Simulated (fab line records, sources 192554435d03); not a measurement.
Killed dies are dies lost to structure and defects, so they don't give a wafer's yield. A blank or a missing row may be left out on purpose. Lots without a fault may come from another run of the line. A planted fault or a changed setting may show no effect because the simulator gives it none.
Which tool did it? | flow n5_finfet | 11 lots, 27 wafers sampled, at 3 steps of a route of 1938

WHAT THE GAUGES READ, wafer by wafer
N5_BEOL_M5_INSPECT_30: inspects for defects (brightfield).
lot  | measured     | on                | raw_defect_count
L694 | day 7 23:34  | defect_inspect-02 | 370 324
L693 | day 8 02:52  | defect_inspect-02 | 639 374
L695 | day 8 15:50  | defect_inspect-02 | 417 372
L697 | day 9 09:35  | defect_inspect-02 | 1717 1743 1762
L700 | day 9 17:14  | defect_inspect-02 | 1812 1931 1808
L710 | day 12 10:23 | defect_inspect-02 | 449 419 417
L711 | day 12 15:16 | defect_inspect-02 | 437 403 435
L712 | day 12 15:22 | defect_inspect-02 | 428 372
L713 | day 12 20:58 | defect_inspect-01 | 331 396 296
L714 | day 13 12:25 | defect_inspect-02 | 429 317
L715 | day 13 16:23 | defect_inspect-01 | 390 381

WHICH TOOL RAN EACH LOT (tool, then ch and the chambers of the sampled wafers, then the start)
lot  | N5_BEOL_M5_ETCH_72                 | N5_BEOL_M5_STRIP_64
L694 | rie_diel-01 ch 2,3, day 7 22:32    | rie_diel-01 ch 2,3, day 7 22:42
L693 | rie_diel-01 ch 1,2, day 8 01:21    | rie_diel-01 ch 1,2, day 8 01:31
L695 | rie_diel-01 ch 0, day 8 13:56      | rie_diel-01 ch 0, day 8 14:06
L697 | rie_diel-01 ch 0,1,3, day 9 08:44  | rie_diel-01 ch 0,1,3, day 9 08:55
L700 | rie_diel-01 ch 0,2,3, day 9 16:20  | rie_diel-01 ch 0,2,3, day 9 16:31
L710 | rie_diel-06 ch 0,2,3, day 12 09:19 | rie_diel-06 ch 0,2,3, day 12 09:29
L711 | rie_diel-01 ch 1,2, day 12 11:33   | rie_diel-01 ch 1,2, day 12 11:43
L712 | rie_diel-06 ch 0,2, day 12 12:06   | rie_diel-06 ch 0,2, day 12 12:17
L713 | rie_diel-01 ch 0,1,2, day 12 16:35 | rie_diel-01 ch 0,1,2, day 12 16:45
L714 | rie_diel-06 ch 1,2, day 13 11:37   | rie_diel-06 ch 1,2, day 13 11:47
L715 | rie_diel-01 ch 1,3, day 13 15:30   | rie_diel-01 ch 1,3, day 13 15:40
- N5_BEOL_M5_ETCH_72: etches underlayer in N2/H2, target depth 6.5 nm, time 5.2 s.
- N5_BEOL_M5_STRIP_64: strips in CF4.

THE ANSWER, worked out from the rows above alone
Rule: what is usual is taken from the lots themselves. Put in order of their means at a reading, lots are off if they are a third of the lots or fewer, leave a main group of 4 or more, and stand apart from it by a gap of 3 or more times the standard deviation of the main group's means; of several such gaps the widest counts. A main group whose means are all the same, to the digits that the tables above print for the reading, isn't used. A lot without any number at a reading at which 4 lots or more have one is off too. The other lots that the step has rows for count as sound.
Off: L697, L700, at N5_BEOL_M5_INSPECT_30 (raw_defect_count). The main group: mean 400, standard deviation 47.
A tool fits if, at a process step before that reading, it ran every lot that is off, and no sound lot after the first of them. The gauges at N5_BEOL_M5_INSPECT_30 are tried like those tools. None of those tried fits.

WHAT THE SIMULATOR HAD PUT IN
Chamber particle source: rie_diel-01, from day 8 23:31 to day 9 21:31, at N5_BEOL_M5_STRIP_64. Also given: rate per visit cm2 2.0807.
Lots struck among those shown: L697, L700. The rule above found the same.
